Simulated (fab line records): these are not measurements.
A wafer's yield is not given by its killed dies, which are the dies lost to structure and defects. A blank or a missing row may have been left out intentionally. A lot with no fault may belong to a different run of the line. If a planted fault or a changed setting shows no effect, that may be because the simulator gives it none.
Code-filled problem report in 8D (eight disciplines) form ; flow n5-finfet ; the parts of the form that need people (team, actions taken, sign-off) are left out

## 1. THE ISSUE
Wafers without a fault read 391.8 W, standard deviation 1.4; rf-fwd-power-W at N5_MOL_CONTACT_COAG_ETCH_15 reads a mean of 464.5 W on 3 wafers belonging to 2 lots. That puts it +52 standard deviations away from the usual mean.
The step: etches SiNx in CH3F/O2, stops on Si:P, target depth 7 nm.
Seen first at day 7 19:34 on rie-diel-04, wafer L960.4. At this step, 18 wafers from 6 lots have a number in the record. Rule for "out" (also "out of limits"): further than 4 standard deviations from the usual mean. Any other wafer with a number is counted as sound.

## 2. WHAT THIS IS AND IS NOT
question;is;is not
which readings at this step;rf-fwd-power-W;drypump-motor-current-A, oes-product-au, showerhead-plenum-p-Torr, throttle-valve-pct
which lots;L960, L961;L949, L951, L966, L970
which wafers of those lots;L960.4, L960.5, L961.2;L960.3, L961.1, L961.5
read on which tools;rie-diel-04;rie-diel-01, rie-diel-03
when;from day 7 19:34;"up to then (7 sound wafers); but 8 sound wafers of L961, L966, L970 came after"

## 3. THE SUSPECTS, EACH WITH WHAT RULES IT OUT
Counting: any tool at a process step up to the reading remains a suspect provided it ran every lot that is out. Sound lots after the first of them don't rule it out here, since some wafers of a struck lot are sound.
- rie-diel-04 at N5_MOL_CONTACT_COAG_DESCUM_13 (chemistry O2, time 7 s): kept. It ran every lot that is out, first L960 (day 7 19:20); its last sound lot up to then is L951 (day 5 13:07).
- rie-diel-04 at N5_MOL_CONTACT_COAG_ETCH_59 (etches underlayer in N2/H2, target depth 13 nm, time 10.4 s): kept. It ran every lot that is out, first L960 (day 7 19:22); its last sound lot up to then is L951 (day 5 13:10).
- rie-diel-04 at N5_MOL_CONTACT_COAG_ETCH_105 (etches SiARC in CF4, target depth 15.6 nm, time 26 s): kept. It ran every lot that is out, first L960 (day 7 19:23); its last sound lot up to then is L951 (day 5 13:11).
- rie-diel-04 at N5_MOL_CONTACT_COAG_CONTACT_ETCH_14 (etches SiO2 in C4F6/O2, target depth 27.5 nm, overetch 8.5 nm, time 20 s): kept. It ran every lot that is out, first L960 (day 7 19:31); its last sound lot up to then is L951 (day 5 13:19).
- rie-diel-04 at N5_MOL_CONTACT_COAG_ETCH_15 (etches SiNx in CH3F/O2, stops on Si:P, target depth 7 nm): kept. It ran every lot that is out, first L960 (day 7 19:34); its last sound lot up to then is L951 (day 5 13:20). Out on those wafers are its own readings of rf-fwd-power-W.
- At N5_MOL_CONTACT_COAG_DESCUM_13, inside rie-diel-04: chamber 1 took the wafers that are out, while their sound lot-mates went through chambers 0, 2, 3.
- At N5_MOL_CONTACT_COAG_ETCH_59, inside rie-diel-04: chamber 1 took the wafers that are out, while their sound lot-mates went through chambers 0, 2, 3.
- At N5_MOL_CONTACT_COAG_ETCH_105, inside rie-diel-04: chamber 1 took the wafers that are out, while their sound lot-mates went through chambers 0, 2, 3.
- At N5_MOL_CONTACT_COAG_CONTACT_ETCH_14, inside rie-diel-04: chamber 1 took the wafers that are out, while their sound lot-mates went through chambers 0, 2, 3.
- At N5_MOL_CONTACT_COAG_ETCH_15, inside rie-diel-04: chamber 1 took the wafers that are out, while their sound lot-mates went through chambers 0, 2, 3.
Left after counting: rie-diel-04 at N5_MOL_CONTACT_COAG_DESCUM_13, rie-diel-04 at N5_MOL_CONTACT_COAG_ETCH_59, rie-diel-04 at N5_MOL_CONTACT_COAG_ETCH_105, rie-diel-04 at N5_MOL_CONTACT_COAG_CONTACT_ETCH_14, rie-diel-04 at N5_MOL_CONTACT_COAG_ETCH_15.

## 4. THE CAUSE (what the simulator had put in)
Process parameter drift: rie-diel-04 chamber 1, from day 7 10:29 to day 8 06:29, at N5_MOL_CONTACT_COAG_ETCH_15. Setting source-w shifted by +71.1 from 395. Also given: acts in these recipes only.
This tool is one of the 5 suspects left after counting.

## 5. SEQUENCE OF EFFECTS, ordered by route
Each row: a reading where the mean over the struck wafers with a number is more than 3 standard deviations away from the usual. Only readings for which the record gives a usual standard deviation are gone through. hours: the time from each lot's start at the first step in this table that gives one to its start at this step, as a median over the lots. sigmas: the change in usual standard deviations.
hours;step;reading;usual;on struck wafers;change;sigmas
0;N5_MOL_CONTACT_COAG_ETCH_15;rf-fwd-power-W;391.8 W;464.5;+72.7;+52
0;N5_MOL_CONTACT_COAG_ETCH_15;rf-vpp-V;299 V;277;-22;-3.8
Process steps it contains:
- N5_MOL_CONTACT_COAG_ETCH_15: etches SiNx in CH3F/O2, stops on Si:P, target depth 7 nm.
Later measuring or inspecting steps at which every struck wafer that the step has a row for has a number for every such reading, and none has moved that far: N5_BEOL_M4_RC_MEAS_101.

## 6. HOW IT WOULD HAVE BEEN CAUGHT EARLIER
9 hours passed between the start of the fault at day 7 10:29 and the first reading out of limits in this record, taken at day 7 19:34.
